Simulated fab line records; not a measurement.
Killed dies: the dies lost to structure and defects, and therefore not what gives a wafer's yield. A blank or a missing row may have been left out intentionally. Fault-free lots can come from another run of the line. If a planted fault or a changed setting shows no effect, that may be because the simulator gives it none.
Which tool was responsible? || flow n5 finfet || 10 lots with 30 wafers sampled at 6 steps, on a route of 1938 steps

## WHAT THE GAUGES READ, wafer by wafer
N5_BEOL_M1_INSPECT_13: inspects for defects (brightfield). Usual: raw defect count 406, standard deviation 90.
{"lot": "L431", "measured": "day 6 14:20", "on": "defect inspect-02", "raw defect count": "445 374 264", "flag": ""}
{"lot": "L432", "measured": "day 7 11:14", "on": "defect inspect-01", "raw defect count": "448 497 492", "flag": ""}
{"lot": "L435", "measured": "day 7 15:19", "on": "defect inspect-02", "raw defect count": "335 244 324", "flag": ""}
{"lot": "L436", "measured": "day 7 16:41", "on": "defect inspect-01", "raw defect count": "505 474 518", "flag": ""}
{"lot": "L438", "measured": "day 8 02:04", "on": "defect inspect-02", "raw defect count": "421 268 365", "flag": ""}
{"lot": "L443", "measured": "day 9 04:49", "on": "defect inspect-01", "raw defect count": "1099 976 1056", "flag": "OFF"}
{"lot": "L446", "measured": "day 10 04:58", "on": "defect inspect-01", "raw defect count": "1142 908 1090", "flag": "OFF"}
{"lot": "L451", "measured": "day 11 04:07", "on": "defect inspect-01", "raw defect count": "637 471 420", "flag": ""}
{"lot": "L452", "measured": "day 11 11:19", "on": "defect inspect-01", "raw defect count": "344 297 394", "flag": ""}
{"lot": "L454", "measured": "day 12 01:53", "on": "defect inspect-02", "raw defect count": "391 356 337", "flag": ""}

N5_BEOL_M4_RC_MEAS_101. Usual: DIBL_N 37.7 mV/V, standard deviation 2; DIBL_P 37.7 mV/V, standard deviation 2.3; IOFF_N 0.18 nA/um, standard deviation 0.039; IOFF_P 0.23 nA/um, standard deviation 0.042; ION_N 681 uA/um, standard deviation 12; ION_P 463 uA/um, standard deviation 8; SS_N 71.9 mV/dec, standard deviation 0.68; SS_P 73.6 mV/dec, standard deviation 0.71; VT_N 248 mV, standard deviation 3.2; VT_P -249 mV, standard deviation 3.1.
{"lot": "L431", "measured": "day 12 07:17", "on": "prober-01", "DIBL_N (mV/V)": "36.6 38.5 40.1", "DIBL_P (mV/V)": "36.6 38.0 42.1", "IOFF_N (nA/um)": "0.17 0.20 0.26", "IOFF_P (nA/um)": "0.24 0.25 0.36", "ION_N (uA/um)": "669 675 688", "ION_P (uA/um)": "464 460 471", "SS_N (mV/dec)": "72.1 72.3 72.8", "SS_P (mV/dec)": "72.7 73.1 73.9", "VT_N (mV)": "249 248 243", "VT_P (mV)": "-245 -243 -241", "flag": ""}
{"lot": "L432", "measured": "day 12 09:55", "on": "prober-01", "DIBL_N (mV/V)": "36.0 41.0 37.1", "DIBL_P (mV/V)": "33.5 39.8 35.3", "IOFF_N (nA/um)": "0.15 0.31 0.17", "IOFF_P (nA/um)": "0.17 0.28 0.20", "ION_N (uA/um)": "683 702 672", "ION_P (uA/um)": "459 465 459", "SS_N (mV/dec)": "71.5 72.3 71.9", "SS_P (mV/dec)": "73.2 74.6 73.7", "VT_N (mV)": "248 239 247", "VT_P (mV)": "-252 -246 -250", "flag": ""}
{"lot": "L435", "measured": "day 12 14:16", "on": "prober-01", "DIBL_N (mV/V)": "36.2 37.5 41.2", "DIBL_P (mV/V)": "35.5 38.0 40.8", "IOFF_N (nA/um)": "0.13 0.16 0.24", "IOFF_P (nA/um)": "0.16 0.20 0.24", "ION_N (uA/um)": "658 679 677", "ION_P (uA/um)": "441 457 452", "SS_N (mV/dec)": "72.6 72.2 72.4", "SS_P (mV/dec)": "73.6 72.6 74.0", "VT_N (mV)": "254 251 245", "VT_P (mV)": "-256 -254 -250", "flag": ""}
{"lot": "L436", "measured": "day 12 17:31", "on": "prober-02", "DIBL_N (mV/V)": "36.9 40.1 35.0", "DIBL_P (mV/V)": "37.8 40.5 34.6", "IOFF_N (nA/um)": "0.16 0.25 0.14", "IOFF_P (nA/um)": "0.22 0.27 0.18", "ION_N (uA/um)": "654 685 679", "ION_P (uA/um)": "455 462 455", "SS_N (mV/dec)": "71.3 73.1 71.2", "SS_P (mV/dec)": "74.1 74.9 73.2", "VT_N (mV)": "252 244 250", "VT_P (mV)": "-251 -249 -253", "flag": ""}
{"lot": "L438", "measured": "day 13 10:34", "on": "prober-01", "DIBL_N (mV/V)": "40.2 39.1 38.9", "DIBL_P (mV/V)": "40.8 39.3 38.2", "IOFF_N (nA/um)": "0.22 0.21 0.19", "IOFF_P (nA/um)": "0.27 0.24 0.22", "ION_N (uA/um)": "673 687 662", "ION_P (uA/um)": "456 465 449", "SS_N (mV/dec)": "72.8 72.5 71.9", "SS_P (mV/dec)": "74.5 73.8 73.5", "VT_N (mV)": "246 247 251", "VT_P (mV)": "-248 -248 -251", "flag": ""}
{"lot": "L443", "measured": "day 14 15:04", "on": "prober-02", "DIBL_N (mV/V)": "40.5 34.8 39.7", "DIBL_P (mV/V)": "39.8 32.8 38.2", "IOFF_N (nA/um)": "0.25 0.13 0.21", "IOFF_P (nA/um)": "0.26 0.16 0.23", "ION_N (uA/um)": "689 669 681", "ION_P (uA/um)": "464 452 462", "SS_N (mV/dec)": "72.8 70.7 72.7", "SS_P (mV/dec)": "74.4 72.4 73.4", "VT_N (mV)": "242 250 246", "VT_P (mV)": "-247 -253 -252", "flag": ""}
{"lot": "L446", "measured": "day 15 08:53", "on": "prober-01", "DIBL_N (mV/V)": "40.9 37.4 37.9", "DIBL_P (mV/V)": "40.7 36.3 36.6", "IOFF_N (nA/um)": "0.22 0.16 0.16", "IOFF_P (nA/um)": "0.30 0.22 0.22", "ION_N (uA/um)": "692 676 679", "ION_P (uA/um)": "477 468 471", "SS_N (mV/dec)": "72.4 71.1 71.7", "SS_P (mV/dec)": "74.6 73.8 73.2", "VT_N (mV)": "244 248 250", "VT_P (mV)": "-242 -250 -249", "flag": ""}
{"lot": "L451", "measured": "day 17 01:41", "on": "prober-01", "DIBL_N (mV/V)": "38.0 33.6 35.8", "DIBL_P (mV/V)": "40.6 34.2 36.5", "IOFF_N (nA/um)": "0.18 0.11 0.15", "IOFF_P (nA/um)": "0.23 0.14 0.17", "ION_N (uA/um)": "686 645 675", "ION_P (uA/um)": "471 444 454", "SS_N (mV/dec)": "72.0 71.2 71.7", "SS_P (mV/dec)": "73.7 71.8 73.3", "VT_N (mV)": "247 256 251", "VT_P (mV)": "-252 -253 -256", "flag": ""}
{"lot": "L452", "measured": "day 17 01:52", "on": "prober-02", "DIBL_N (mV/V)": "38.5 35.3 36.5", "DIBL_P (mV/V)": "36.9 35.0 36.6", "IOFF_N (nA/um)": "0.20 0.15 0.15", "IOFF_P (nA/um)": "0.21 0.19 0.20", "ION_N (uA/um)": "681 682 671", "ION_P (uA/um)": "464 464 457", "SS_N (mV/dec)": "72.8 71.3 71.7", "SS_P (mV/dec)": "73.6 73.6 73.2", "VT_N (mV)": "247 248 251", "VT_P (mV)": "-249 -249 -249", "flag": ""}
{"lot": "L454", "measured": "day 17 18:26", "on": "prober-02", "DIBL_N (mV/V)": "36.5 33.3 36.9", "DIBL_P (mV/V)": "36.5 31.9 37.3", "IOFF_N (nA/um)": "0.16 0.12 0.19", "IOFF_P (nA/um)": "0.26 0.17 0.26", "ION_N (uA/um)": "662 680 686", "ION_P (uA/um)": "460 463 475", "SS_N (mV/dec)": "71.5 70.8 72.2", "SS_P (mV/dec)": "73.6 73.0 74.0", "VT_N (mV)": "250 248 248", "VT_P (mV)": "-245 -251 -246", "flag": ""}

## TOOL THAT RAN EACH LOT (tool first, then ch and the chambers of the sampled wafers, then the start)
{"lot": "L431", "N5_BEOL_M0_SPUTTER_116": "pvd sputter-03, day 6 11:55", "N5_BEOL_M1_ILD_DEP_00": "pecvd-04 ch 0,1,2, day 6 13:28", "N5_BEOL_M1_HM_DEP_02": "pvd sputter-03, day 6 13:44", "N5_BEOL_M1_HM_OPEN_17": "rie metal-03 ch 0,1, day 6 14:38"}
{"lot": "L432", "N5_BEOL_M0_SPUTTER_116": "pvd sputter-03, day 7 08:32", "N5_BEOL_M1_ILD_DEP_00": "pecvd-02 ch 1,2, day 7 10:02", "N5_BEOL_M1_HM_DEP_02": "pvd sputter-02, day 7 10:38", "N5_BEOL_M1_HM_OPEN_17": "rie metal-03 ch 0,1, day 7 11:31"}
{"lot": "L435", "N5_BEOL_M0_SPUTTER_116": "pvd sputter-03, day 7 09:44", "N5_BEOL_M1_ILD_DEP_00": "pecvd-04 ch 0,2, day 7 11:36", "N5_BEOL_M1_HM_DEP_02": "pvd sputter-01, day 7 14:42", "N5_BEOL_M1_HM_OPEN_17": "rie metal-03 ch 0, day 7 15:42"}
{"lot": "L436", "N5_BEOL_M0_SPUTTER_116": "pvd sputter-02, day 7 12:07", "N5_BEOL_M1_ILD_DEP_00": "pecvd-04 ch 0,1,2, day 7 15:52", "N5_BEOL_M1_HM_DEP_02": "pvd sputter-01, day 7 16:12", "N5_BEOL_M1_HM_OPEN_17": "rie metal-01 ch 0,1, day 7 17:13"}
{"lot": "L438", "N5_BEOL_M0_SPUTTER_116": "pvd sputter-02, day 7 22:09", "N5_BEOL_M1_ILD_DEP_00": "pecvd-02 ch 1,2, day 8 00:38", "N5_BEOL_M1_HM_DEP_02": "pvd sputter-03, day 8 01:28", "N5_BEOL_M1_HM_OPEN_17": "rie metal-01 ch 0,1, day 8 02:36"}
{"lot": "L443", "N5_BEOL_M0_SPUTTER_116": "pvd sputter-03, day 9 01:48", "N5_BEOL_M1_ILD_DEP_00": "pecvd-04 ch 0,2, day 9 03:32", "N5_BEOL_M1_HM_DEP_02": "pvd sputter-01, day 9 04:19", "N5_BEOL_M1_HM_OPEN_17": "rie metal-01 ch 0,1, day 9 05:07"}
{"lot": "L446", "N5_BEOL_M0_SPUTTER_116": "pvd sputter-02, day 10 01:12", "N5_BEOL_M1_ILD_DEP_00": "pecvd-03 ch 1,2, day 10 02:53", "N5_BEOL_M1_HM_DEP_02": "pvd sputter-01, day 10 04:22", "N5_BEOL_M1_HM_OPEN_17": "rie metal-01 ch 0,1, day 10 05:15"}
{"lot": "L451", "N5_BEOL_M0_SPUTTER_116": "pvd sputter-02, day 11 01:09", "N5_BEOL_M1_ILD_DEP_00": "pecvd-04 ch 0,1,2, day 11 02:39", "N5_BEOL_M1_HM_DEP_02": "pvd sputter-02, day 11 03:38", "N5_BEOL_M1_HM_OPEN_17": "rie metal-02 ch 0,1, day 11 04:36"}
{"lot": "L452", "N5_BEOL_M0_SPUTTER_116": "pvd sputter-03, day 11 06:28", "N5_BEOL_M1_ILD_DEP_00": "pecvd-04 ch 0,1,2, day 11 07:56", "N5_BEOL_M1_HM_DEP_02": "pvd sputter-02, day 11 10:50", "N5_BEOL_M1_HM_OPEN_17": "rie metal-01 ch 0,1, day 11 11:36"}
{"lot": "L454", "N5_BEOL_M0_SPUTTER_116": "pvd sputter-02, day 11 23:39", "N5_BEOL_M1_ILD_DEP_00": "pecvd-03 ch 0,2, day 12 01:08", "N5_BEOL_M1_HM_DEP_02": "pvd sputter-02, day 12 01:22", "N5_BEOL_M1_HM_OPEN_17": "rie metal-01 ch 1, day 12 02:10"}
- N5_BEOL_M0_SPUTTER_116: material Cu, target thk 4 nm, time 7.37 s.
- N5_BEOL_M1_ILD_DEP_00: deposits SiOC from DEMS/O2, target thk 79 nm, time 15.3 s.
- N5_BEOL_M1_HM_DEP_02: deposits TiN, target thk 20 nm.
- N5_BEOL_M1_HM_OPEN_17: chemistry Cl2/BCl3, target TiN, target depth 20 nm, overetch 6 nm.

## AS READ BY THE TOOLS THEMSELVES (means over the sampled wafers that have a number; for cases with no such wafer, the mark the record gives instead)
N5_BEOL_M0_SPUTTER_116. Usual: throttle valve pct 30.1 %, standard deviation 1.2.
{"lot": "L431", "tool": "pvd sputter-03", "throttle valve pct (%)": 30.1, "flag": ""}
{"lot": "L432", "tool": "pvd sputter-03", "throttle valve pct (%)": 30.9, "flag": ""}
{"lot": "L435", "tool": "pvd sputter-03", "throttle valve pct (%)": 30.3, "flag": ""}
{"lot": "L436", "tool": "pvd sputter-02", "throttle valve pct (%)": 30.0, "flag": ""}
{"lot": "L438", "tool": "pvd sputter-02", "throttle valve pct (%)": 30.0, "flag": ""}
{"lot": "L443", "tool": "pvd sputter-03", "throttle valve pct (%)": 30.8, "flag": ""}
{"lot": "L446", "tool": "pvd sputter-02", "throttle valve pct (%)": 30.6, "flag": ""}
{"lot": "L451", "tool": "pvd sputter-02", "throttle valve pct (%)": 30.1, "flag": ""}
{"lot": "L452", "tool": "pvd sputter-03", "throttle valve pct (%)": 29.6, "flag": ""}
{"lot": "L454", "tool": "pvd sputter-02", "throttle valve pct (%)": 29.9, "flag": ""}

N5_BEOL_M1_ILD_DEP_00. Usual: chamber pressure Torr 5.000 Torr, standard deviation 0.011; heater power w 520 W, standard deviation 110; showerhead plenum p Torr 5.689 Torr, standard deviation 0.017; throttle valve pct 12.1 %, standard deviation 0.47.
{"lot": "L431", "tool": "pecvd-04", "chamber pressure Torr (Torr)": 5.004, "heater power w (W)": 604, "showerhead plenum p Torr (Torr)": 5.681, "throttle valve pct (%)": 12.3, "flag": ""}
{"lot": "L432", "tool": "pecvd-02", "chamber pressure Torr (Torr)": 5.012, "heater power w (W)": 522, "showerhead plenum p Torr (Torr)": 5.692, "throttle valve pct (%)": 11.9, "flag": ""}
{"lot": "L435", "tool": "pecvd-04", "chamber pressure Torr (Torr)": 5.004, "heater power w (W)": 590, "showerhead plenum p Torr (Torr)": 5.685, "throttle valve pct (%)": 12.0, "flag": ""}
{"lot": "L436", "tool": "pecvd-04", "chamber pressure Torr (Torr)": 4.992, "heater power w (W)": 611, "showerhead plenum p Torr (Torr)": 5.681, "throttle valve pct (%)": 12.1, "flag": ""}
{"lot": "L438", "tool": "pecvd-02", "chamber pressure Torr (Torr)": 4.995, "heater power w (W)": 494, "showerhead plenum p Torr (Torr)": 5.699, "throttle valve pct (%)": 12.0, "flag": ""}
{"lot": "L443", "tool": "pecvd-04", "chamber pressure Torr (Torr)": 5.002, "heater power w (W)": 631, "showerhead plenum p Torr (Torr)": 5.693, "throttle valve pct (%)": 11.9, "flag": ""}
{"lot": "L446", "tool": "pecvd-03", "chamber pressure Torr (Torr)": 5.008, "heater power w (W)": 527, "showerhead plenum p Torr (Torr)": 5.716, "throttle valve pct (%)": 11.7, "flag": ""}
{"lot": "L451", "tool": "pecvd-04", "chamber pressure Torr (Torr)": 4.995, "heater power w (W)": 585, "showerhead plenum p Torr (Torr)": 5.678, "throttle valve pct (%)": 12.0, "flag": ""}
{"lot": "L452", "tool": "pecvd-04", "chamber pressure Torr (Torr)": 5.003, "heater power w (W)": 624, "showerhead plenum p Torr (Torr)": 5.682, "throttle valve pct (%)": 12.0, "flag": ""}
{"lot": "L454", "tool": "pecvd-03", "chamber pressure Torr (Torr)": 5.000, "heater power w (W)": 378, "showerhead plenum p Torr (Torr)": 5.694, "throttle valve pct (%)": 11.8, "flag": ""}

N5_BEOL_M1_HM_DEP_02. Usual: throttle valve pct 30.2 %, standard deviation 1.2.
{"lot": "L431", "tool": "pvd sputter-03", "throttle valve pct (%)": 30.2, "flag": ""}
{"lot": "L432", "tool": "pvd sputter-02", "throttle valve pct (%)": 29.9, "flag": ""}
{"lot": "L435", "tool": "pvd sputter-01", "throttle valve pct (%)": 31.1, "flag": ""}
{"lot": "L436", "tool": "pvd sputter-01", "throttle valve pct (%)": 31.0, "flag": ""}
{"lot": "L438", "tool": "pvd sputter-03", "throttle valve pct (%)": 30.7, "flag": ""}
{"lot": "L443", "tool": "pvd sputter-01", "throttle valve pct (%)": 29.2, "flag": ""}
{"lot": "L446", "tool": "pvd sputter-01", "throttle valve pct (%)": 31.0, "flag": ""}
{"lot": "L451", "tool": "pvd sputter-02", "throttle valve pct (%)": 30.5, "flag": ""}
{"lot": "L452", "tool": "pvd sputter-02", "throttle valve pct (%)": 30.1, "flag": ""}
{"lot": "L454", "tool": "pvd sputter-02", "throttle valve pct (%)": 30.5, "flag": ""}

N5_BEOL_M1_HM_OPEN_17. Usual: drypump motor current A 6.0 A, standard deviation 0.45; oes product au 0.63 a.u., standard deviation 0.055; throttle valve pct 22.0 %, standard deviation 0.32.
{"lot": "L431", "tool": "rie metal-03", "drypump motor current A (A)": 6.2, "oes product au (a.u.)": 0.60, "throttle valve pct (%)": 22.2, "flag": ""}
{"lot": "L432", "tool": "rie metal-03", "drypump motor current A (A)": 6.2, "oes product au (a.u.)": 0.60, "throttle valve pct (%)": 22.2, "flag": ""}
{"lot": "L435", "tool": "rie metal-03", "drypump motor current A (A)": 5.8, "oes product au (a.u.)": 0.69, "throttle valve pct (%)": 22.1, "flag": ""}
{"lot": "L436", "tool": "rie metal-01", "drypump motor current A (A)": 6.4, "oes product au (a.u.)": 0.67, "throttle valve pct (%)": 21.6, "flag": ""}
{"lot": "L438", "tool": "rie metal-01", "drypump motor current A (A)": 6.3, "oes product au (a.u.)": 0.65, "throttle valve pct (%)": 21.8, "flag": ""}
{"lot": "L443", "tool": "rie metal-01", "drypump motor current A (A)": 6.3, "oes product au (a.u.)": 0.64, "throttle valve pct (%)": 21.8, "flag": ""}
{"lot": "L446", "tool": "rie metal-01", "drypump motor current A (A)": 6.4, "oes product au (a.u.)": 0.66, "throttle valve pct (%)": 21.6, "flag": ""}
{"lot": "L451", "tool": "rie metal-02", "drypump motor current A (A)": 5.4, "oes product au (a.u.)": 0.64, "throttle valve pct (%)": 22.2, "flag": ""}
{"lot": "L452", "tool": "rie metal-01", "drypump motor current A (A)": 6.3, "oes product au (a.u.)": 0.62, "throttle valve pct (%)": 21.8, "flag": ""}
{"lot": "L454", "tool": "rie metal-01", "drypump motor current A (A)": 6.3, "oes product au (a.u.)": 0.59, "throttle valve pct (%)": 22.0, "flag": ""}

## THE ANSWER, worked out from the rows above alone
Rule: a lot is off if the mean of its wafers that have a number lies more than 3 standard deviations from the usual mean. A lot without any number at a reading at which 4 lots or more have one is off too. The other lots that the step has rows for count as sound. After the gauges, taken in route order, come the tools' own readings; for these a lot's mean is taken, as printed above. At the first step where some lot is off, the reading lying furthest off is the one used; lots without a number count as furthest.
Off at N5_BEOL_M1_INSPECT_13 (raw defect count): L443, L446.
A tool fits if, at a process step before that reading, it ran every lot that is off, and no sound lot after the first of them. Gauges at N5_BEOL_M1_INSPECT_13: tried the same way as those tools. One fits: N5_BEOL_M1_HM_DEP_02 on pvd sputter-01. A fault onset in the window from L436 (day 7 16:12, its last sound lot) to L443 (day 9 04:19, its first lot off) fits.

## WHAT THE SIMULATOR HAD INSERTED
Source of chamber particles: pvd sputter-01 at N5_BEOL_M1_HM_DEP_02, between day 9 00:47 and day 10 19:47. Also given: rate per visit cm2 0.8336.
Shown lots that were struck: L443, L446. The same result came from the rule above.
